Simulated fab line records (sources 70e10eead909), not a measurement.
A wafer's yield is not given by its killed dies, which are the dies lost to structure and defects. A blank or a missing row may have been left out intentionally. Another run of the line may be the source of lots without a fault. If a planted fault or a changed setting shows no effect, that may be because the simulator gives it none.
Which tool was responsible? | flow nand-harc | 13 lots with 37 wafers sampled at 5 steps, on a route of 1302 steps

WHAT THE GAUGES READ, wafer by wafer
NHARC_END_SORT_01.
lot  | measured     | on        | killed-at-array | killed-at-other | killed-at-periphery | killed-dies | killed-open | killed-short
L522 | day 30 03:10 | prober-02 | 390 445         | 0 0             | 5 2                 | 395 447     | 3 0         | 2 1
L523 | day 30 21:44 | prober-01 | 67 505 64       | 1 0 2           | 3 4 1               | 71 509 67   | 2 3 2       | 2 2 1

EACH LOT AND THE TOOL THAT RAN IT (in order: tool; ch and the chambers of the sampled wafers; start)
lot  | NHARC_A_STAIRCASE_DESCUM_168       | NHARC_A_STAIRCASE_TRIM_12          | NHARC_A_STAIRCASE_ETCH_19          | NHARC_A_STAIRCASE_ETCH_23
L511 | rie-diel-04 ch 0,1,3, day 16 14:36 | rie-diel-04 ch 0,1, day 16 16:32   | rie-diel-04 ch 0,1,3, day 16 17:23 | rie-diel-11 ch 2,3, no start
L512 | rie-diel-03 ch 0,1, day 17 11:18   | rie-diel-04 ch 1,2, day 17 13:08   | rie-diel-04 ch 1,2,3, day 17 14:08 | rie-diel-04 ch 1,3, no start
L514 | rie-diel-04 ch 2,3, day 18 05:22   | rie-diel-11 ch 0,1,3, day 18 07:20 | rie-diel-11 ch 1,2,3, day 18 08:16 | rie-diel-11 ch 0,1,3, no start
L515 | rie-diel-03 ch 1,2, day 18 05:42   | rie-diel-03 ch 0,2,3, day 18 07:58 | rie-diel-03 ch 0,1,3, day 18 08:53 | rie-diel-03 ch 2,3, no start
L516 | rie-diel-03 ch 0,2,3, day 18 13:43 | rie-diel-04 ch 0,2,3, day 18 15:56 | rie-diel-04 ch 0,1,2, day 18 16:58 | rie-diel-03 ch 0,2,3, no start
L520 | rie-diel-11 ch 1,2, day 20 09:32   | rie-diel-04 ch 0,2, day 20 11:31   | rie-diel-04 ch 1,3, day 20 15:22   | rie-diel-11 ch 1, no start
L522 | rie-diel-03 ch 1,2, day 20 21:36   | rie-diel-04 ch 0,3, day 20 23:37   | rie-diel-04 ch 2,3, day 21 00:27   | rie-diel-11 ch 0,2, day 30 03:10 or earlier
L523 | rie-diel-04 ch 0,2, day 21 13:13   | rie-diel-04 ch 1,2,3, day 21 15:01 | rie-diel-04 ch 0,1, day 21 15:50   | rie-diel-04 ch 0,2,3, day 30 21:44 or earlier
L524 | rie-diel-11 ch 1,2, day 21 13:23   | rie-diel-03 ch 0,1,3, day 21 15:20 | rie-diel-03 ch 2,3, day 21 16:09   | rie-diel-11 ch 1,2,3, no start
L530 | rie-diel-04 ch 1,2,3, day 24 08:45 | rie-diel-04 ch 0,1,2, day 24 10:41 | rie-diel-04 ch 1,2,3, day 24 11:32 | rie-diel-11 ch 0,1,3, no start
L529 | rie-diel-04 ch 0,1, day 24 08:54   | rie-diel-03 ch 1,2,3, day 24 11:05 | rie-diel-03 ch 0,1,2, day 24 11:54 | rie-diel-03 ch 1,3, no start
L531 | rie-diel-04 ch 1,2,3, day 24 17:41 | rie-diel-04 ch 0,1,2, day 24 19:29 | rie-diel-04 ch 0,2,3, day 24 20:19 | rie-diel-04 ch 1,2,3, no start
L532 | rie-diel-11 ch 0,1,2, day 25 04:56 | rie-diel-04 ch 1,2,3, day 25 06:53 | rie-diel-04 ch 0,3, day 25 07:42   | rie-diel-03 ch 0,1,2, no start
- NHARC_A_STAIRCASE_DESCUM_168: chemistry O2, time 3 s.
- NHARC_A_STAIRCASE_TRIM_12: chemistry O2, time 211.2 s.
- NHARC_A_STAIRCASE_ETCH_19: etches the open film in C4F8/O2, target depth 100 nm, time 40.5 s.
- NHARC_A_STAIRCASE_ETCH_23: etches the open film in C4F8/O2, target depth 100 nm, time 40.5 s.

AS READ BY THE TOOLS THEMSELVES (means over the sampled wafers that have a number; for cases with no such wafer, the mark the record gives instead)
NHARC_A_STAIRCASE_DESCUM_168.
lot  | tool        | drypump-motor-current-A (A) | oes-product-au (a.u.) | rf-vpp-V (V) | showerhead-plenum-p-Torr (Torr) | throttle-valve-pct (%)
L511 | rie-diel-04 | 5.6                         | 0.989                 | 58.5         | 1.98                            | 11.317
L512 | rie-diel-03 | 5.5                         | 0.999                 | 57.6         | 1.99                            | 11.316
L514 | rie-diel-04 | 5.3                         | 0.989                 | 58.0         | 1.83                            | 11.306
L515 | rie-diel-03 | 5.6                         | 0.998                 | 56.9         | 1.83                            | 11.310
L516 | rie-diel-03 | 6.0                         | 0.996                 | 58.5         | 1.93                            | 11.317
L520 | rie-diel-11 | 6.0                         | 1.008                 | 58.1         | 1.84                            | 11.302
L522 | rie-diel-03 | 5.7                         | 1.010                 | 57.7         | 1.96                            | 11.306
L523 | rie-diel-04 | 5.4                         | 1.001                 | 58.2         | 1.95                            | 11.304
L524 | rie-diel-11 | 5.8                         | 1.010                 | 57.1         | 1.84                            | 11.313
L530 | rie-diel-04 | 5.5                         | 0.988                 | 58.7         | 2.00                            | 11.308
L529 | rie-diel-04 | 5.7                         | 0.981                 | 58.0         | 2.05                            | 11.321
L531 | rie-diel-04 | 5.6                         | 0.993                 | 58.1         | 2.00                            | 11.304
L532 | rie-diel-11 | 5.8                         | 0.992                 | 56.3         | 1.81                            | 11.308

NHARC_A_STAIRCASE_TRIM_12.
lot  | tool        | drypump-motor-current-A (A) | oes-product-au (a.u.) | rf-vpp-V (V) | showerhead-plenum-p-Torr (Torr) | throttle-valve-pct (%)
L511 | rie-diel-04 | 5.8                         | 0.976                 | 58.5         | 3.78                            | 17.043
L512 | rie-diel-04 | 5.6                         | 0.990                 | 58.1         | 3.60                            | 17.029
L514 | rie-diel-11 | 5.6                         | 0.995                 | 57.7         | 3.45                            | 17.038
L515 | rie-diel-03 | 6.0                         | 1.002                 | 57.7         | 3.55                            | 17.032
L516 | rie-diel-04 | 5.4                         | 0.989                 | 57.3         | 3.54                            | 17.036
L520 | rie-diel-04 | 5.5                         | 0.989                 | 58.3         | 3.65                            | 17.031
L522 | rie-diel-04 | 5.3                         | 1.003                 | 57.5         | 3.54                            | 17.039
L523 | rie-diel-04 | 5.5                         | 1.005                 | 57.9         | 3.51                            | 17.036
L524 | rie-diel-03 | 5.8                         | 0.993                 | 58.2         | 3.59                            | 17.033
L530 | rie-diel-04 | 5.7                         | 0.984                 | 57.9         | 3.67                            | 17.036
L529 | rie-diel-03 | 5.9                         | 1.003                 | 57.9         | 3.60                            | 17.042
L531 | rie-diel-04 | 5.7                         | 0.994                 | 57.8         | 3.66                            | 17.037
L532 | rie-diel-04 | 5.5                         | 0.997                 | 58.1         | 3.67                            | 17.027

NHARC_A_STAIRCASE_ETCH_19.
lot  | tool        | oes-product-au (a.u.) | rf-vpp-V (V) | run-length-s (s)
L511 | rie-diel-04 | 0.937                 | 901          | 61.7
L512 | rie-diel-04 | 0.937                 | 896          | 61.4
L514 | rie-diel-11 | 0.938                 | 893          | 62.0
L515 | rie-diel-03 | 0.939                 | 899          | 62.0
L516 | rie-diel-04 | 0.932                 | 901          | 61.7
L520 | rie-diel-04 | 0.939                 | 894          | 66.9
L522 | rie-diel-04 | 0.956                 | 892          | 71.7
L523 | rie-diel-04 | 0.935                 | 905          | 65.1
L524 | rie-diel-03 | 0.956                 | 901          | 61.9
L530 | rie-diel-04 | 0.943                 | 901          | 61.5
L529 | rie-diel-03 | 0.952                 | 900          | 61.9
L531 | rie-diel-04 | 0.940                 | 901          | 61.7
L532 | rie-diel-04 | 0.939                 | 905          | 61.6

NHARC_A_STAIRCASE_ETCH_23.
lot  | tool        | oes-product-au (a.u.) | rf-vpp-V (V) | run-length-s (s)
L511 | rie-diel-11 | 0.955                 | 896          | 61.9
L512 | rie-diel-04 | 0.947                 | 894          | 61.7
L514 | rie-diel-11 | 0.947                 | 893          | 62.2
L515 | rie-diel-03 | 0.938                 | 895          | 61.8
L516 | rie-diel-03 | 0.952                 | 897          | 62.2
L520 | rie-diel-11 | 0.951                 | 892          | 62.5
L522 | rie-diel-11 | 0.952                 | 890          | 61.9
L523 | rie-diel-04 | 0.962                 | 895          | 61.5
L524 | rie-diel-11 | 0.964                 | 893          | 62.3
L530 | rie-diel-11 | 0.965                 | 892          | 62.2
L529 | rie-diel-03 | 0.944                 | 893          | 61.5
L531 | rie-diel-04 | 0.931                 | 901          | 61.5
L532 | rie-diel-03 | 0.973                 | 900          | 62.0

THE ANSWER, worked out from the rows above alone
Rule: the usual values come from the lots themselves. The widest of any qualifying gaps counts: lots, ordered by their means at a reading, are off when they make up no more than a third of the lots, leave a main group of 4 or more, and stand apart from it by 3 or more times the standard deviation of that group's means. A main group is skipped when, at the precision printed for the reading in the tables above, its means are all equal. Also off: a lot with no number at a reading for which 4 or more lots have one. Where the step has rows for the other lots, those lots are counted as sound. First the gauges in route order, then the tools' own readings, where a lot's mean is used as printed above. The first step at which some lot is off is used, and at that step the reading that is off furthest; a lot without a number counts as furthest.
Off: L520, L522, L523, at NHARC_A_STAIRCASE_ETCH_19 (run-length-s). The main group: mean 61.7 s, standard deviation 0.2.
If a tool, at that step or one of the process steps before it, ran each lot that is off and ran no sound lot following the first of them, it fits. Not one of the candidates tried fits.

WHAT THE SIMULATOR HAD INSERTED
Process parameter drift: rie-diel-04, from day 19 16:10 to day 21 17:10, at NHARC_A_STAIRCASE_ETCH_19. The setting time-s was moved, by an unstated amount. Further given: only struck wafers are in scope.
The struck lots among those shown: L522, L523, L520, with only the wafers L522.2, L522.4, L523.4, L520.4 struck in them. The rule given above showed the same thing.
